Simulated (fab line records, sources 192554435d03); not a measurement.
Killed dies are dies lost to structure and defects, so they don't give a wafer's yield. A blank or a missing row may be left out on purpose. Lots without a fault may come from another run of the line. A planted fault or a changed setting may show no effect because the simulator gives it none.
Split-lot experiment | flow n5_finfet | 7 lots, 21 wafers read, on a route of 1938 steps

THE SPLIT
At N5_BEOL_M3_COAT_76 (time 60 s, resist thk 5 nm), the setting spin_rpm was moved away from the recipe's 1500 rpm on 4 of the 21 wafers read, by -10.5% to +4.3%. The other wafers ran this setting at the recipe's value.

The file shows no step between the split and the reading.

THE READING
etch.depth_nm (the simulator's own value, which no gauge read), in nm, at N5_BEOL_M3_ETCH_77 (etches underlayer in N2/H2, target depth 6.5 nm, time 5.2 s). The file gives no usual value for it. The 17 wafers here that ran the recipe average 5.000 nm, standard deviation 0.011 nm.

wafer  | tool, chamber at the split | spin_rpm as run, rpm | against the recipe | etch.depth_nm, nm | against lot-mates on the recipe
L076.1 | litho_track-03, 0          | 1500                 | recipe             | 4.991             | -
L076.6 | litho_track-03, 0          | 1500                 | recipe             | 4.991             | -
L076.4 | litho_track-03, 0          | 1500                 | recipe             | 4.979             | -
L077.2 | litho_track-03, 0          | 1500                 | recipe             | 4.998             | -
L077.3 | litho_track-03, 0          | 1500                 | recipe             | 4.987             | -
L077.6 | litho_track-03, 0          | 1500                 | recipe             | 4.999             | -
L082.1 | litho_track-01, 0          | 1500                 | recipe             | 4.986             | -
L082.4 | litho_track-01, 0          | 1500                 | recipe             | 5.004             | -
L082.5 | litho_track-01, 0          | 1500                 | recipe             | 5.009             | -
L086.2 | litho_track-04, 0          | 1565                 | +4.3%              | 4.881             | -0.118
L086.3 | litho_track-04, 0          | 1500                 | recipe             | 4.991             | -
L086.6 | litho_track-04, 0          | 1500                 | recipe             | 5.008             | -
L093.1 | litho_track-03, 0          | 1500                 | recipe             | 5.015             | -
L093.2 | litho_track-03, 0          | 1348                 | -10.1%             | 5.289             | +0.274
L093.6 | litho_track-03, 0          | 1348                 | -10.1%             | 5.306             | +0.291
L094.1 | litho_track-03, 0          | 1342                 | -10.5%             | 5.286             | +0.275
L094.3 | litho_track-03, 0          | 1500                 | recipe             | 5.009             | -
L094.6 | litho_track-03, 0          | 1500                 | recipe             | 5.013             | -
L097.2 | litho_track-01, 0          | 1500                 | recipe             | 5.018             | -
L097.3 | litho_track-01, 0          | 1500                 | recipe             | 5.009             | -
L097.5 | litho_track-01, 0          | 1500                 | recipe             | 5                 | -

THE FIT
A straight line over all 21 wafers: etch.depth_nm changes by -0.0285 nm for each +1% of spin_rpm; r = -0.99; the points scatter about the line by 0.012 nm.
The same after taking each lot's own level away (the mean of its wafers on the recipe; 21 wafers): -0.0273 nm for each +1%; r = -1.00; scatter 0.0078 nm.
On that fit, the largest move of spin_rpm shifts the reading by 0.29 nm.
The lots' own levels span 4.9870 to 5.0150 nm, that is 2.5 times the standard deviation above.
So the lot-to-lot level changes the slope little: the two slopes agree.
Check: with one of the wafers moved furthest among these (-10.5%) left out of the fit, the line predicts +0.293 nm for it against its lot-mates. It came out at +0.275 nm against them.

OTHER SPLITS ON THESE WAFERS
These wafers also went through other splits before the reading. Each is held against what the fit with the lots' levels taken away leaves over:
other split on the same wafers            | wafers away from the commonest value | r with etch.depth_nm (lot level and that fit taken away)
N5_BEOL_M0_SAQP_SPACER1_ALD_98 ald_cycles | 6                                    | +0.14
N5_BEOL_M0_SAQP_ETCH_106 target_depth_a   | 8                                    | +0.51
N5_BEOL_M1_ETCH_74 bias_w                 | 3                                    | +0.32
N5_BEOL_M1_ETCH_64 bias_w                 | 7                                    | +0.16
N5_BEOL_M2_COAT_62 spin_rpm               | 8                                    | +0.12
N5_BEOL_M2_COAT_73 spin_rpm               | 6                                    | -0.04
N5_BEOL_M2_COAT_67 spin_rpm               | 7                                    | -0.07
N5_BEOL_M2_EXPOSE_25 dose_mj              | 7                                    | -0.30

THE FILE'S OWN FIT
etch.depth_nm changes by -0.027 nm for each +1% of spin_rpm, r = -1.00.
